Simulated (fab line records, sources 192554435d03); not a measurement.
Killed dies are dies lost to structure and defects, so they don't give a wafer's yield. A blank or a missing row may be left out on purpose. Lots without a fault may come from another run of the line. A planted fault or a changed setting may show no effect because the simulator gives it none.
Which tool did it? | flow n5_finfet | 12 lots, 35 wafers sampled, at 2 steps of a route of 1938

WHAT THE GAUGES READ, wafer by wafer
N5_PASSIVATION_CD_MEAS_30: target cd 4000 nm.
lot  | measured     | on        | cd_nm (nm)
L821 | day 11 15:56 | cd_sem-02 | 3999.4 3999.7 3998.2
L822 | day 11 23:05 | cd_sem-02 | 4000.4 4000.9 3997.6
L823 | day 12 13:35 | cd_sem-01 | 3999.9 3998.1 4002.3
L824 | day 11 23:14 | cd_sem-02 | 3993.2 3996.3 3998.1
L825 | day 12 12:49 | cd_sem-01 | 4003.0 4002.8 4003.0
L826 | day 13 01:12 | cd_sem-03 | 3996.3 4001.3
L827 | day 12 22:14 | cd_sem-02 | 3999.1 4001.0 3999.9
L828 | day 13 20:16 | cd_sem-01 | 3996.6 3998.4 3999.0
L831 | day 14 03:28 | cd_sem-01 | 4001.6 4002.2 3997.7
L833 | day 14 10:24 | cd_sem-01 | 3996.9 4000.4 4003.0
L834 | day 15 03:26 | cd_sem-01 | 4002.4 4001.4 4001.7
L835 | day 15 14:37 | cd_sem-03 | 4004.1 3998.6 4000.8

WHICH TOOL RAN EACH LOT (tool, then ch and the chambers of the sampled wafers, then the start)
lot  | N5_DUMMY_REMOVAL_PRECLEAN_08
L821 | remote_plasma-02 ch 1, day 3 23:16
L822 | remote_plasma-01 ch 0, day 4 02:56
L823 | remote_plasma-02 ch 1, day 4 13:15
L824 | remote_plasma-01 ch 1, day 4 14:11
L825 | remote_plasma-01 ch 1, day 4 23:17
L826 | remote_plasma-01 ch 0, day 5 02:39
L827 | remote_plasma-01 ch 0, day 5 08:20
L828 | remote_plasma-02 ch 1, day 5 16:17
L831 | remote_plasma-02 ch 1, day 6 13:38
L833 | remote_plasma-02 ch 0, day 7 01:41
L834 | remote_plasma-02 ch 1, day 7 05:47
L835 | remote_plasma-01 ch 0, day 7 08:35
- N5_DUMMY_REMOVAL_PRECLEAN_08: cleans in NF3:NH3, afs cycles 2, time 20 s, sublimation time 60 s.

WHAT THE TOOLS THEMSELVES READ (means of the sampled wafers that have a number; where no wafer has one, the mark that the record gives instead)
The record holds no such reading with a usual standard deviation.

THE ANSWER, worked out from the rows above alone
Rule: what is usual is taken from the lots themselves. Put in order of their means at a reading, lots are off if they are a third of the lots or fewer, leave a main group of 4 or more, and stand apart from it by a gap of 3 or more times the standard deviation of the main group's means; of several such gaps the widest counts. A main group whose means are all the same, to the digits that the tables above print for the reading, isn't used. A lot without any number at a reading at which 4 lots or more have one is off too. The other lots that the step has rows for count as sound. The gauges are gone through in route order, then the tools' own readings, and for those a lot's mean is taken as printed above. The first step at which some lot is off is used, and at that step the reading that is off furthest; a lot without a number counts as furthest.
No lot is off at any reading shown: from this, nothing can be told.

WHAT THE SIMULATOR HAD PUT IN
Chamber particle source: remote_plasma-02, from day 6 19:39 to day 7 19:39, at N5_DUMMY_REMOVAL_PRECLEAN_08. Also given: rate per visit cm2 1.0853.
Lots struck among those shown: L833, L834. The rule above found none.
